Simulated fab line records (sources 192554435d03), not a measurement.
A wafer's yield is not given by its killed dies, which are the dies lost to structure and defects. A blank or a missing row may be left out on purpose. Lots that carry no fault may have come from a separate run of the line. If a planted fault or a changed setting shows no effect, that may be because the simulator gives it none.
Split-lot experiment | flow n5Finfet | 21 wafers read from 7 lots, route of 1938 steps

== THE SPLIT ==
At N5_BEOL_M14_PEB_08 (peb time 90 s), the setting pebTempC was moved away from the recipe's 130 C on 8 of the 21 wafers read, by -2.6% to +2.8%. The other wafers ran this setting at the recipe's value.

== FROM THE SPLIT TO THE READING: what the file shows between them, 10 steps ==
- N5_BEOL_M14_DEVELOP_09: develop time 45 s
- N5_BEOL_M14_HARDBAKE_14: time 120 s
- N5_BEOL_M14_CD_MEAS_10: target cd 250 nm
- N5_BEOL_M14_DESCUM_15: chemistry O2, time 7.9 s
- N5_BEOL_M14_ETCH_59: etches BARC in N2/H2, target depth 89 nm, overetch 26.7 nm, time 67.9 s
- N5_BEOL_M14_VIA_ETCH_16: etches SiO2 in C4F8/O2/Ar, target depth 1231.3 nm
- N5_BEOL_M14_STRIP_63: strips in O2
- N5_BEOL_M14_STRIP_64: strips in O2
- N5_BEOL_M14_STRIP_71: strips in post etch residue remover, time 60 s
- N5_BEOL_M14_SRD_72: time 30 s, dry time 30 s

== THE READING ==
Shown in nm: cdNm at N5_BEOL_M14_CD_MEAS_17, with target cd 250 nm. Fault-free wafers of this fab line usually give 251.4 nm, standard deviation 1.6 nm.

wafer  | tool, chamber at the split | pebTempC as run, C | against the recipe | cdNm, nm | against lot-mates on the recipe
L075.1 | lithoTrack-05, 0           | 133.6              | +2.8%              | 265.9    | +13.9
L075.2 | lithoTrack-05, 0           | 130                | recipe             | 252.0    | -
L075.6 | lithoTrack-05, 0           | 133.6              | +2.8%              | 265.5    | +13.5
L076.1 | lithoTrack-01, 0           | 130                | recipe             | 251.2    | -
L076.3 | lithoTrack-01, 0           | 127.8              | -1.7%              | 239.5    | -12.0
L076.5 | lithoTrack-01, 0           | 130                | recipe             | 251.8    | -
L080.2 | lithoTrack-01, 0           | 130                | recipe             | 249.8    | -
L080.3 | lithoTrack-01, 0           | 130                | recipe             | 250.3    | -
L080.4 | lithoTrack-01, 0           | 127.8              | -1.7%              | 241.0    | -9.1
L083.3 | lithoTrack-01, 0           | 130                | recipe             | 251.3    | -
L083.4 | lithoTrack-01, 0           | 128.3              | -1.3%              | 240.5    | -9.7
L083.5 | lithoTrack-01, 0           | 130                | recipe             | 249.0    | -
L084.1 | lithoTrack-03, 0           | 126.6              | -2.6%              | 235.2    | -20.0
L084.2 | lithoTrack-03, 0           | 126.6              | -2.6%              | 233.2    | -22.0
L084.5 | lithoTrack-03, 0           | 130                | recipe             | 255.2    | -
L092.3 | lithoTrack-03, 0           | 130                | recipe             | 255.1    | -
L092.4 | lithoTrack-03, 0           | 130                | recipe             | 254.2    | -
L092.5 | lithoTrack-03, 0           | 130                | recipe             | 254.7    | -
L094.1 | lithoTrack-01, 0           | 131.7              | +1.3%              | 260.0    | +10.9
L094.4 | lithoTrack-01, 0           | 130                | recipe             | 248.2    | -
L094.5 | lithoTrack-01, 0           | 130                | recipe             | 250.0    | -

FIT RESULTS
A straight line over all 21 wafers: cdNm changes by +6.06 nm for each +1% of pebTempC; r = +0.97; the points scatter about the line by 2.3 nm.
The same after taking each lot's own level away (the mean of its wafers on the recipe; 21 wafers): +6.45 nm for each +1%; r = +0.98; scatter 2 nm.
On that fit, the largest move of pebTempC shifts the reading by 18 nm.
From 249.10 to 255.20 nm: that is the span of the lots' own levels, equal to 3.8 times the standard deviation above.
Consequently the slope shifts little with the lot-to-lot level, the two slopes agreeing.
Check: with one of the wafers moved furthest among these (+2.8%) left out of the fit, the line predicts +18.4 nm for it against its lot-mates. It came out at +13.9 nm against them.

== OTHER SPLITS ON THESE WAFERS ==
Before the reading, these wafers also passed through other splits. Each is held against what the fit with the lots' levels taken away leaves over:
other split on the same wafers | wafers away from the commonest value | r with cdNm (lot level and that fit taken away)
N5_BEOL_M11_DEGAS_44 tempC     | 2                                    | -0.25
N5_BEOL_M13_COAT_65 spinRpm    | 5                                    | +0.16
N5_BEOL_M14_ILD_DEP_00 timeS   | 6                                    | -0.03

== THE WHOLE CHAIN: every reading that the file lists as answering this split, in the file's order ==
step                   | what it does     | reading | change (the file's fit)              | r (the file's)
N5_BEOL_M14_CD_MEAS_10 | target cd 250 nm | cdNm    | +6.4 nm for each +1% of the setting  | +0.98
N5_BEOL_M14_CD_MEAS_17 | target cd 250 nm | cdNm    | +6.57 nm for each +1% of the setting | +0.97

== FILE'S OWN FIT ==
cdNm changes by +6.57 nm for each +1% of pebTempC, r = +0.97.
